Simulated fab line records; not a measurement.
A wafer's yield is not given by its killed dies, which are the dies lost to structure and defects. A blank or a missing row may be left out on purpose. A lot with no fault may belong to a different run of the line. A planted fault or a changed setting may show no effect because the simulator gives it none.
Which of the tools did it? | flow n5Finfet | Sampling: 12 lots, 36 wafers, 3 of 1938 route steps

== WHAT THE GAUGES READ, wafer by wafer ==
N5_BEOL_M15_THK_MEAS_01.
lot  | measured     | on           | M15_ILD_THK (nm)
L076 | day 13 14:05 | filmMetro-01 | 1612 1648 1643
L075 | day 14 08:32 | filmMetro-01 | 1621 1677 1674
L079 | day 14 20:36 | filmMetro-01 | 1671 1669 1675
L081 | day 15 13:55 | filmMetro-02 | 1626 1636 1658
L082 | day 15 23:15 | filmMetro-01 | 1628 1641 1657
L087 | day 16 11:35 | filmMetro-02 | 1611 1626 1657
L086 | day 17 08:57 | filmMetro-01 | 1628 1666 1658
L089 | day 17 21:06 | filmMetro-01 | 1582 1618 1629
L092 | day 18 07:24 | filmMetro-01 | 1649 1617 1666
L093 | day 18 17:53 | filmMetro-01 | 1651 1660 1658
L094 | day 19 04:28 | filmMetro-01 | 1642 1615 1668
L097 | day 19 10:17 | filmMetro-01 | 1608 1616 1619

== EACH LOT AND THE TOOL THAT RAN IT (in order: tool; ch and the chambers of the sampled wafers; start) ==
lot  | N5_BEOL_M13_PRE_CLEAN_42    | N5_BEOL_M14_ETCH_68
L076 | pvdSputter-02, day 13 07:53 | rieDiel-04 ch 0,1,3, day 13 10:49
L075 | pvdSputter-01, day 14 01:08 | rieDiel-03 ch 0,1,2, day 14 04:29
L079 | pvdSputter-03, day 14 12:08 | rieDiel-01 ch 0,3, day 14 15:35
L081 | pvdSputter-01, day 15 07:32 | rieDiel-04 ch 0,2,3, day 15 10:32
L082 | pvdSputter-01, day 15 13:07 | rieDiel-03 ch 1,3, day 15 16:28
L087 | pvdSputter-01, day 16 02:58 | rieDiel-03 ch 0,1,2, day 16 06:25
L086 | pvdSputter-03, day 16 23:57 | rieDiel-01 ch 0,2,3, day 17 03:13
L089 | pvdSputter-03, day 17 13:59 | rieDiel-01 ch 0,2,3, day 17 17:34
L092 | pvdSputter-01, day 18 00:57 | rieDiel-04 ch 1,2,3, day 18 04:17
L093 | pvdSputter-02, day 18 09:20 | rieDiel-01 ch 0,2,3, day 18 12:28
L094 | pvdSputter-02, day 18 22:26 | rieDiel-03 ch 1,3, day 19 01:34
L097 | pvdSputter-03, day 19 03:52 | rieDiel-03 ch 0,2, day 19 07:02
- N5_BEOL_M13_PRE_CLEAN_42: time 30 s.
- N5_BEOL_M14_ETCH_68: etches SOC in N2/H2, time 450 s.

== THE ANSWER, worked out from the rows above alone ==
Rule: the usual values come from the lots themselves. Put in order of their means at a reading, lots are off if they are a third of the lots or fewer, leave a main group of 4 or more, and stand apart from it by a gap of 3 or more times the standard deviation of the main group's means; of several such gaps the widest counts. A main group is skipped when, at the precision printed for the reading in the tables above, its means are all equal. Also off: a lot with no number at a reading for which 4 or more lots have one. Where the step has rows for the other lots, those lots are counted as sound.
None of the lots is off at any reading shown; this tells nothing.

== WHAT HAD BEEN PUT IN BY THE SIMULATOR ==
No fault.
